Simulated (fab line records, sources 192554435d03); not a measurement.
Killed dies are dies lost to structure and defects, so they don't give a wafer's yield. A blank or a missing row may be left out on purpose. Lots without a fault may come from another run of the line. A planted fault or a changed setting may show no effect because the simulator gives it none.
Chamber matching | flow n5_finfet | N5_MOL_CONTACT_COAG_VIA_ETCH_117 on rie_diel-03: 4 sister chambers
The step etches SiO2 in C4F6/O2, target depth 40 nm, overetch 8 nm, time 26 s. 14 wafers are shown with their chamber, then 7 later ones without.

WAFERS WITH THEIR CHAMBER
wafer  | chamber | drypump_motor_current_A (A) | throttle_valve_pct (%) | rf_vpp_V (V)
L076.1 | 3       | 5.5                         | 41.3                   | 1600
L076.2 | 1       | 6.6                         | 40.6                   | 1569
L076.4 | 0       | 5.3                         | 41.0                   | 1577
L084.1 | 2       | 6.0                         | 41.8                   | 1592
L084.2 | 0       | 5.4                         | 41.0                   | 1578
L084.6 | 0       | 5.3                         | 41.0                   | 1575
L086.1 | 0       | 5.3                         | 41.0                   | 1576
L086.2 | 3       | 5.5                         | 41.3                   | 1599
L086.4 | 1       | 6.6                         | 40.7                   | 1567
L087.1 | 0       | 5.4                         | 41.0                   | 1578
L087.5 | 1       | 6.6                         | 40.7                   | 1567
L087.6 | 2       | 6.0                         | 41.8                   | 1592
L088.1 | 0       | 5.3                         | 41.0                   | 1577
L088.4 | 3       | 5.5                         | 41.3                   | 1598

SIGNATURES (means of the wafers above)
reading                 | chamber 0 | chamber 1 | chamber 2 | chamber 3 | scatter within a chamber
drypump_motor_current_A | 5.333     | 6.600     | 6.000     | 5.500     | 0.0365
throttle_valve_pct      | 41.000    | 40.667    | 41.800    | 41.300    | 0.0258
rf_vpp_V                | 1576.83   | 1567.67   | 1592.00   | 1599.00   | 1.07
Rule: a wafer's distance from a chamber is the root of the sum, over the readings, of the square of ((its reading less the chamber's mean) divided by the reading's scatter). The wafer belongs to the nearest chamber; if the next one is less than 2 further off, it can't be placed. The scatter: the root of (the sum of the squares of (reading less its chamber's mean) over the shown wafers, divided by (wafers less chambers)).

WAFERS WITHOUT THEIR CHAMBER
wafer  | drypump_motor_current_A (A) | throttle_valve_pct (%) | rf_vpp_V (V)
L088.5 | 5.5                         | 41.3                   | 1598
L091.1 | 5.4                         | 41.0                   | 1576
L091.4 | 5.5                         | 41.3                   | 1598
L091.5 | 6.0                         | 41.8                   | 1592
L096.1 | 6.0                         | 41.8                   | 1592
L096.4 | 5.3                         | 41.0                   | 1577
L096.6 | 5.9                         | 41.8                   | 1591

WHICH CHAMBER EACH WENT THROUGH
wafer  | from the rows above | in truth
L088.5 | 3                   | 3
L091.1 | 0                   | 0
L091.4 | 3                   | 3
L091.5 | 2                   | 2
L096.1 | 2                   | 2
L096.4 | 0                   | 0
L096.6 | 2                   | 2
Placed correctly: 7 of 7. Can't be placed from these rows: 0. Placed wrongly: 0.
